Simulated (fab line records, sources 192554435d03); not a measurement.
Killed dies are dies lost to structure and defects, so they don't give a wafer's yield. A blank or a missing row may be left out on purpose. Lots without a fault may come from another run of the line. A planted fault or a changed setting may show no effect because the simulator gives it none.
fab line records | flow n5_finfet
record lots=4 wafers=11 last_day=17
route steps=1938 shown BEOL_M12@1615 PASSIVATION@1936
lots that met no fault: from a run of the same line without faults
start_h: hours from the record's first day to the start of the lot's first wafer shown | wait_h: hours since the lot's step before | " the same as in the row above | L1.1+2: a row that stands for several wafers | - no value, or no start given | * or withheld: withheld | < > ~ a bound
route shown NAME@n: a module of which the file shows steps, and the number in the route of the first | usual: mean/standard deviation of fault-free wafers | same: alike in all rows | chamber/n: place in a boat | sites: the reading at each site | _std_site: their standard deviation | _edge_site: outer sites' mean less inner sites' | radius_mm: how far each site lies from the wafer's centre | mask NAME#n: copy n | behind: the tool/chamber that last shaped the wafer | hold: why the lot was held/for how many hours/how that ended | device: the transistor (n, p or np) that didn't switch | end of line: the same wafers' tests at the end of the route | a step without rows: its recipe alone | killed: dies lost to structure and defects at the first sort, not the wafer's yield | map: a wafer's dies, x killed, . not, _ none there
set.NAME: the setting as run; set.NAME@STEP: as run at that earlier step | model.NAME: the simulator's own value behind a step, which no gauge read
lots at some steps of the route; a table a step, a row a wafer
services: from which hour (start_h, from the record's first day; less than 0 if before it) a tool's chamber was out of use, for how many hours, and why
## steps
# step N5_BEOL_M12_DESCUM_15
# recipe chemistry=O2 time_s=7.9 source_power_w=50 bias_power_w=20 pressure_mtorr=20 rf_frequency_hz=2.712e+07 temp_c=40 o2_flow_sccm=225
# step N5_BEOL_M12_ETCH_59
# recipe chemistry=N2/H2 target=BARC target_depth_a=890 overetch_a=267 time_s=67.9 ion_energy_ev=200 pressure_mtorr=30 source_w=840 bias_w=150 n2_flow_sccm=200 h2_flow_sccm=200
# step N5_BEOL_M12_VIA_ETCH_16
# recipe chemistry=C4F8/O2/Ar target=SiOC pressure_mtorr=30 source_w=3000 bias_w=700 Ar_flow_sccm=400 C4F8_flow_sccm=15 O2_flow_sccm=8 he_inner_torr=15 he_outer_torr=30 target_depth_a=7248 time_s=withheld ion_energy_ev=250 ends=cleared
# step N5_BEOL_M12_STRIP_63
# recipe chemistry=N2/H2 power_w=1000 temp_c=250 h2_frac=0.65 overash_fraction=0.3 pressure_mtorr=1000 n2_flow_sccm=1750 h2_flow_sccm=3250
# step N5_BEOL_M12_STRIP_64
# recipe chemistry=N2/H2 power_w=1000 temp_c=250 h2_frac=0.65 overash_fraction=0.3 pressure_mtorr=withheld n2_flow_sccm=1750 h2_flow_sccm=3250
# step N5_BEOL_M12_STRIP_71
# recipe chemistry=post_etch_residue_remover time_s=60 temp_c=25 remover_ph=withheld remover_water_wt_pct=withheld remover_fluoride_wt_pct=withheld
# step N5_BEOL_M12_SRD_72
# recipe time_s=30 temp_c=23 rinse_liquid=diw dry=n2_spin spin_rpm=1500 dry_time_s=30
# step N5_BEOL_M12_COAT_65
# recipe resist=SOC temp_c=250 time_s=60 spin_rpm=1500 resist_thk_nm=300
# step N5_BEOL_M12_COAT_66
# recipe resist=SiARC temp_c=220 time_s=60 spin_rpm=1500 resist_thk_nm=110
# usual spin_speed_rpm=1500.0/0.96
# columns lot.wafer tool chamber start_h wait_h spin_speed_rpm model.SiARC_of_BEOL_M12_COAT_66.thk_nm
L321.3 litho_track-02 0 263.75 - 1500.4 110
L321.5 " 0 " " 1500.2 110
L321.6 " 0 " " 1499.2 110
L325.2 litho_track-02 0 291.86 - 1171.3 124
L325.4 " 0 " " 1170.1 123.6
L325.6 " 0 " " 1171.1 123.8
L327.1 litho_track-02 0 302.48 - 1170.4 125
L327.5 " 0 " " 1170.8 124.8
L327.6 " 0 " " 1169.5 125
L338.1 litho_track-05 0 381.03 - 1500.4 109.6
L338.6 " 0 " " 1499.3 109.8
# step N5_BEOL_M12_COAT_22
# recipe spin_rpm=2888 resist_thk_nm=300
# step N5_BEOL_M12_EBR_24
# recipe solvent=PGMEA ebr_width_mm=1.5
# step N5_BEOL_M12_SOFTBAKE_23
# recipe temp_c=130 time_s=60
# step N5_BEOL_M12_EXPOSE_25
# recipe mask_id=M12 na=0.93 source_shape=conventional sigma_outer=0.4 polarization=unpolarized dose_mj=21.8
# step N5_BEOL_M12_PEB_26
# recipe peb_temp_c=130 peb_time_s=90
# step N5_BEOL_M12_DEVELOP_27
# recipe develop_time_s=45 rinse_liquid=diw dry=air_spin dev_temp_c=21
# step N5_BEOL_M12_HARDBAKE_32
# recipe temp_c=130 time_s=120
# step N5_BEOL_M12_DESCUM_33
# recipe chemistry=O2 time_s=7.9 source_power_w=50 bias_power_w=20 pressure_mtorr=20 rf_frequency_hz=2.712e+07 temp_c=40 o2_flow_sccm=225
# step N5_BEOL_M12_ETCH_67
# recipe chemistry=CF4 target=SiARC target_depth_a=1430 time_s=238.3 ion_energy_ev=80 pressure_mtorr=40 source_w=545 bias_w=36 Ar_flow_sccm=100 cf4_flow_sccm=100 ends=cleared
# usual cf4_flow_sccm=100.0/0.3 chamber_pressure_mTorr=40.00/0.036 drypump_motor_current_A=5.52/0.28 etch_rf_on_time_s=234/5.6 oes_product_au=0.68/0.064 rf_vpp_V=183.7/1.2 showerhead_plenum_p_Torr=2.11/0.072 throttle_valve_pct=15.65/0.25
# columns lot.wafer tool chamber start_h wait_h cf4_flow_sccm chamber_pressure_mTorr drypump_motor_current_A etch_rf_on_time_s oes_product_au rf_hours_counter_h rf_vpp_V showerhead_plenum_p_Torr throttle_valve_pct model.etch.depth_nm model.coat_of_BEOL_M12_COAT_22.thk_nm
L321.3 rie_diel-01 1 264.42 0.0 99.7 40.00 5.11 229 0.70 104 183.3 2.17 15.58 110 210.8
L321.5 " 2 " " 99.9 40.00 5.95 229 0.70 - 183.9 2.15 15.85 110 210.6
L321.6 " 3 " " 100.0 40.00 5.38 236 0.61 - 182.6 2.12 15.34 110 211.2
L325.2 rie_diel-03 0 292.61 0.0 100.1 39.96 5.57 263 0.65 132 186.1 2.24 16.00 124 201.6
L325.4 " 3 " " 100.2 39.97 5.75 260 0.72 69 182.2 2.09 15.60 123.6 201.8
L325.6 " 0 " " 100.2 40.05 5.56 260 0.65 - 185.8 2.24 16.02 123.8 201.2
L327.1 rie_diel-01 0 303.24 0.0 100.1 40.02 5.45 260 0.77 43 184.1 2.09 15.33 125 201.2
L327.5 " 3 " " 100.3 40.05 5.46 267 0.61 - 184.8 2.12 15.39 124.8 201.4
L327.6 " 2 " " 100.1 40.05 5.91 264 0.69 - 183.6 2.14 15.85 125 201.2
L338.1 rie_diel-02 3 381.44 0.0 100.2 40.03 5.34 244 0.59 230 183.7 2.03 16.07 109.7 212.8
L338.6 " 3 " " 100.3 39.97 5.38 250 0.58 - 182.4 2.03 16.07 109.8 213.8
# step N5_BEOL_M12_ETCH_68
# recipe chemistry=N2/H2 target=SOC mask_material=SiARC source_w=3000 bias_w=350 temp_c=40 time_s=285 ion_energy_ev=200 pressure_mtorr=30 n2_flow_sccm=200 h2_flow_sccm=200
# usual chamber_pressure_mTorr=30.003/0.029 drypump_motor_current_A=5.53/0.28 oes_product_au=0.79/0.071 rf_vpp_V=522.8/2.7 showerhead_plenum_p_Torr=2.50/0.095 throttle_valve_pct=17.80/0.25
# columns lot.wafer tool chamber start_h wait_h chamber_pressure_mTorr drypump_motor_current_A oes_product_au rf_hours_counter_h rf_vpp_V showerhead_plenum_p_Torr throttle_valve_pct model.SiARC_of_BEOL_M12_COAT_66.thk_nm
L321.3 rie_diel-01 1 264.57 0.1 30.003 5.12 0.79 104 525.3 2.56 17.85 86.2
L321.5 " 2 " " 30.003 5.95 0.81 - 524.6 2.56 18.01 85.2
L321.6 " 3 " " 30.033 5.42 0.71 - 523.7 2.53 17.58 85.6
L325.2 rie_diel-03 0 292.75 0.1 30.020 5.59 0.75 133 527.1 2.66 18.19 99.8
L325.4 " 3 " " 30.016 5.77 0.84 69 522.6 2.47 17.63 99.2
L325.6 " 0 " " 29.954 5.60 0.75 - 527.1 2.66 18.19 99.4
L327.1 rie_diel-01 0 303.39 0.1 30.016 5.46 0.88 43 522.9 2.48 17.51 100.4
L327.5 " 3 " " 30.052 5.39 0.70 - 522.1 2.53 17.61 100.8
L327.6 " 2 " " 29.997 5.96 0.80 - 524.9 2.56 18.05 100.4
L338.1 rie_diel-02 3 381.59 0.1 30.036 5.39 0.69 230 519.5 2.40 18.30 86
L338.6 " 3 " " 29.980 5.42 0.69 - 520.0 2.40 18.28 86.2
# step N5_BEOL_M12_STRIP_69
# recipe chemistry=N2/H2 temp_c=40 n2_flow_sccm=200 h2_flow_sccm=200 rf_frequency_hz=6e+07
# step N5_PASSIVATION_PROBE_49
# usual defect_limited_yield=91.3/1.3 killed_at_M0_to_M3=36/12 killed_at_M4_up=13/4.6 killed_at_contacts=13/5.4 killed_at_front_end=37/10 killed_at_other=3.6/2.9 killed_dies=102/15 killed_open=67/12 killed_short=33/7.5 sort_bin_5_function=5.1/0.93 sort_bin_6_memory=3.2/0.62 sort_n_pass=1078/15 sort_yield_pct=91.3/1.3
# same gross_dies=1180 killed_at_back_side=0 sort_bin_4_leakage[%]=0 sort_bin_8_speed[%]=0
# columns lot.wafer tool chamber start_h wait_h defect_limited_yield[%] killed_at_M0_to_M3 killed_at_M4_up killed_at_contacts killed_at_front_end killed_at_other killed_dies killed_open killed_short sort_bin_5_function[%] sort_bin_6_memory[%] sort_n_pass sort_yield_pct[%]
L325.2 prober-01 - 333.67 0.3 92.9 21 12 13 32 6 84 49 32 4.2 2.8 1096 92.9
L325.6 prober-01 - 333.87 0.5 91.0 28 19 4 50 5 106 72 29 5.6 2.8 1074 91.0
L327.1 prober-01 - 342.10 0.0 93.9 16 14 9 28 5 72 49 22 3.1 2.7 1108 93.9
# killed by level:class
L325.2 MOL_CONTACT_COAG:geometric_particle:open=9 BEOL_M3:geometric_particle:open=9 STI_FIN_REVEAL:geometric_particle:open=7 BEOL_M4:geometric_particle:open=7 FIN_SAQP:geometric_particle:open=6 GATE_CUT:geometric_particle:short=6 MOL_CONTACT_COAG:geometric_particle:short=4 FIN_SAQP:geometric_particle:short=3
L325.6 FIN_SAQP:geometric_particle:open=25 FIN_SAQP:geometric_particle:short=9 BEOL_M3:geometric_particle:open=8 BEOL_M4:geometric_particle:open=6 BEOL_M0_SAQP:geometric_particle:open=6 BEOL_M0_SAQP:geometric_particle:short=6 BEOL_M2:geometric_particle:open=6 STI_FIN_REVEAL:geometric_particle:open=5
L327.1 MOL_CONTACT_COAG:geometric_particle:open=9 BEOL_M0_SAQP:geometric_particle:short=6 FIN_SAQP:geometric_particle:open=5 DUMMY_GATE:geometric_particle:open=5 BEOL_M0_SAQP:geometric_particle:open=4 BEOL_M4:geometric_particle:open=4 STARTING-WAFER:geometric_particle:short=4 ILD0:geometric_particle:open=3
## services
# columns tool chamber start_h hours kind
rie_diel-01 2 253.64 4.9 repair
rie_diel-02 0 323.54 - clean
rie_diel-02 0 323.54 - consumable_replace:focus_ring
rie_diel-02 0 323.54 - consumable_replace:showerhead
rie_diel-02 0 323.54 27.2 scheduled_down
rie_diel-02 0 323.54 27.2 vent_cycle
rie_diel-02 3 346.66 4.7 repair
rie_diel-03 2 367.98 - clean
rie_diel-03 2 367.98 - consumable_replace:focus_ring
rie_diel-03 2 367.98 - consumable_replace:showerhead
rie_diel-03 2 367.98 22.5 scheduled_down
rie_diel-03 2 367.98 22.5 vent_cycle
rie_diel-01 - 381.23 1.4 repair
## key
first_sign step=N5_BEOL_M12_COAT_66 reading=spin_speed_rpm direction=down sigmas=99+ usual=* struck=*
effect step=N5_BEOL_M12_ETCH_67 reading=etch_rf_on_time_s direction=up sigmas=5 usual=* struck=*
model_effect step=N5_BEOL_M12_COAT_66 value=SiARC_of_BEOL_M12_COAT_66.thk_nm without=109.9 struck=124.4
model_effect step=N5_BEOL_M12_ETCH_67 value=etch.depth_nm without=109.9 struck=124.4
model_effect step=N5_BEOL_M12_ETCH_68 value=SiARC_of_BEOL_M12_COAT_66.thk_nm without=85.47 struck=100
met_at N5_BEOL_M12_COAT_66
struck_wafers L325.2,L325.4,L325.6,L327.1,L327.5,L327.6
onset_between 263.75 291.86
fault kind=process_parameter_drift tool=litho_track-02 chamber=- onset_h=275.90 steps=N5_BEOL_M12_COAT_66 channel=spin_rpm offset=* shape=step acts_in=* stated=*
